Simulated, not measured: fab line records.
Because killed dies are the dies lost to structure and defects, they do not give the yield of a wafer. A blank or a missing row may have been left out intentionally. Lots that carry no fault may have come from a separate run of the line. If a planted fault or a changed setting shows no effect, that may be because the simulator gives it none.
Split-lot experiment ; flow n5_finfet ; route with 1938 steps; 7 lots, 39 wafers read

## SPLIT DETAILS
At N5_FIN_CUT_ETCH_21 (etches SOC in N2/H2, target depth 219 nm, overetch 43.8 nm, time 523.5 s), the setting bias_w was moved away from the recipe's 61 W on 12 of the 39 wafers read, by -16.4% to +8.5%. This setting was run at the recipe's value on the other wafers.

The reading is taken at the split's own step.

## THE READING
rf_vpp_V, in V, at N5_FIN_CUT_ETCH_21 (etches SOC in N2/H2, target depth 219 nm, overetch 43.8 nm, time 523.5 s). On this fab line, fault-free wafers typically give 240.6 V with a standard deviation of 1.5 V.

wafer;tool, chamber at the split;bias_w as run, W;against the recipe;rf_vpp_V, V;against lot-mates on the recipe
L078.1;rie_diel-06, 0;61;recipe;239.6;-
L078.2;rie_diel-06, 2;61;recipe;237.9;-
L078.3;rie_diel-06, 1;61;recipe;239.6;-
L078.4;rie_diel-06, 3;61;recipe;242.5;-
L078.5;rie_diel-06, 2;61;recipe;239.1;-
L078.6;rie_diel-06, 1;61;recipe;238.3;-
L083.1;rie_diel-06, 1;51;-16.4%;213.2;-27.2
L083.2;rie_diel-06, 2;61;recipe;240.8;-
L083.3;rie_diel-06, 0;61;recipe;237.9;-
L083.4;rie_diel-06, 3;51;-16.4%;215.6;-24.8
L083.5;rie_diel-06, 3;61;recipe;242.4;-
L083.6;rie_diel-06, 2;51;-16.4%;212.7;-27.7
L087.1;rie_diel-06, 3;61;recipe;241.8;-
L087.2;rie_diel-06, 2;61;recipe;239.1;-
L087.3;rie_diel-06, 0;61;recipe;238.2;-
L087.4;rie_diel-06, 3;61;recipe;241.1;-
L087.5;rie_diel-06, 0;61;recipe;238.8;-
L087.6;rie_diel-06, 2;61;recipe;239.5;-
L089.1;rie_diel-06, 1;54.38;-10.9%;225.2;-16.0
L089.2;rie_diel-06, 0;54.38;-10.9%;221.1;-20.1
L089.3;rie_diel-06, 2;54.38;-10.9%;222.1;-19.1
L089.4;rie_diel-06, 3;61;recipe;240.1;-
L089.5;rie_diel-06, 3;61;recipe;241.8;-
L089.6;rie_diel-06, 0;61;recipe;241.8;-
L092.1;rie_diel-04, 3;61;recipe;242.5;-
L092.2;rie_diel-04, 2;51.85;-15.0%;217.9;-23.2
L092.3;rie_diel-04, 0;61;recipe;240.0;-
L092.4;rie_diel-04, 1;51.85;-15.0%;216.8;-24.3
L092.5;rie_diel-04, 2;61;recipe;240.9;-
L092.6;rie_diel-04, 3;51.85;-15.0%;218.0;-23.1
L094.1;rie_diel-04, 3;61;recipe;241.5;-
L094.3;rie_diel-04, 1;61;recipe;241.1;-
L094.6;rie_diel-04, 3;61;recipe;241.7;-
L097.1;rie_diel-02, 3;61;recipe;242.0;-
L097.2;rie_diel-02, 2;61;recipe;240.1;-
L097.3;rie_diel-02, 0;66.17;+8.5%;256.6;+16.4
L097.4;rie_diel-02, 1;61;recipe;238.4;-
L097.5;rie_diel-02, 1;66.17;+8.5%;251.1;+10.9
L097.6;rie_diel-02, 2;66.17;+8.5%;254.5;+14.3

FIT RESULTS
A straight line over all 39 wafers: rf_vpp_V changes by +1.59 V for each +1% of bias_w; r = +0.99; the points scatter about the line by 1.6 V.
The same after taking each lot's own level away (the mean of its wafers on the recipe; 39 wafers): +1.62 V for each +1%; r = +0.99; scatter 1.5 V.
According to that fit, moving bias_w by its largest amount changes the reading by 27 V.
The lots' own levels span 239.50 to 241.43 V, that is 1.3 times the standard deviation above.
Hence the lot-to-lot level has little effect on the slope; both slopes agree.
Check: for one of the wafers moved furthest among these (-16.4%), held out of the fit, the line's prediction against its lot-mates is -26.4 V. Against them it came out at -27.2 V.
Tool readings at the split's step, against how far the setting was moved: rf_vpp_V r = +0.99.

## THESE WAFERS: OTHER SPLITS
Before the reading, these wafers also passed through other splits. Each is held against what the fit with the lots' levels taken away leaves over:
other split on the same wafers;wafers away from the commonest value;r with rf_vpp_V (lot level and that fit taken away)
N5_FIN_SAQP_HM_DEP_03 time_s;12;+0.14

## THE WHOLE CHAIN: every reading that the file lists as answering this split, in the file's order
step;what it does;reading;change (the file's fit);r (the file's)
N5_FIN_CUT_ETCH_21;etches SOC in N2/H2, target depth 219 nm, overetch 43.8 nm, time 523.5 s;rf_vpp_V;+1.62 V for each +1% of the setting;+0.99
N5_FIN_CUT_ETCH_21;etches SOC in N2/H2, target depth 219 nm, overetch 43.8 nm, time 523.5 s;SiARC_of_FIN_CUT_COAT_19.thk_nm (the simulator's own value, which no gauge read);-0.0545 nm for each +1% of the setting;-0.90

## THE FILE'S OWN FIT
rf_vpp_V changes by +1.62 V for each +1% of bias_w, r = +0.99.
